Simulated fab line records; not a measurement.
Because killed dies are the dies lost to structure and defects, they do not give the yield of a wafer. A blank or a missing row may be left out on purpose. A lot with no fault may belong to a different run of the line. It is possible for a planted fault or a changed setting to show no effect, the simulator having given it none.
Chamber matching | flow nandHarc | NHARC_P_M0_CMP_23 on cmp-03 has 4 sister chambers
The step polishes, t overpolish 20 s, target thk 117.53 nm. 8 wafers are shown with their chamber, then 12 later ones without.

WAFERS, EACH WITH ITS CHAMBER
wafer  | chamber | motorCurrentA (A) | timeToEndpointS (s)
L083.2 | 0       | 9.5               | 31.8
L084.5 | 2       | 10.7              | 28.8
L086.1 | 0       | 9.7               | 32.3
L085.2 | 3       | 14.8              | 26.5
L085.6 | 1       | 10.5              | 25.8
L089.2 | 3       | 14.7              | 27.7
L089.4 | 1       | 10.3              | 29.4
L089.5 | 2       | 11.1              | 29.4

WAFERS WHOSE CHAMBER IS MISSING
wafer  | motorCurrentA (A) | timeToEndpointS (s)
L093.1 | 15.7              | 29.1
L093.2 | 9.9               | 32.1
L093.6 | 10.9              | 31.6
L094.1 | 11.2              | 29.9
L094.3 | 15.1              | 28.5
L094.6 | 15.4              | 28.4
L095.2 | 15.2              | 29.9
L095.4 | 11.1              | 28.7
L095.5 | 10.6              | 26.9
L097.1 | 10.6              | 29.7
L097.2 | 9.9               | 30.7
L097.6 | 14.5              | 31.2

EACH ONE'S CHAMBER
wafer  | from the rows above     | in truth
L093.1 | 3                       | 3
L093.2 | 0                       | 0
L093.6 | 2                       | 2
L094.1 | 2                       | 2
L094.3 | 3                       | 3
L094.6 | 3                       | 3
L095.2 | 3                       | 3
L095.4 | 2                       | 2
L095.5 | can't be placed: 1 or 2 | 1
L097.1 | can't be placed: 2 or 1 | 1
L097.2 | can't be placed: 0 or 1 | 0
L097.6 | 3                       | 3
Correct placement for 9 of the 12. Not placeable from these rows: 3 (in 3, the candidates include the true chamber). Wrongly placed: 0.
How it was worked out, from the rows above alone: a wafer's distance from a chamber is the root of the sum, over the readings, of the square of ((its reading less the chamber's mean) divided by the reading's scatter). If the next closest chamber is less than 2 further off than the closest, the wafer can't be placed; otherwise it belongs to the closest. For every chamber, the mean is computed from those of its wafers that are shown. The scatter: the root of (the sum of the squares of (reading less its chamber's mean) over the shown wafers, divided by (wafers less chambers)).
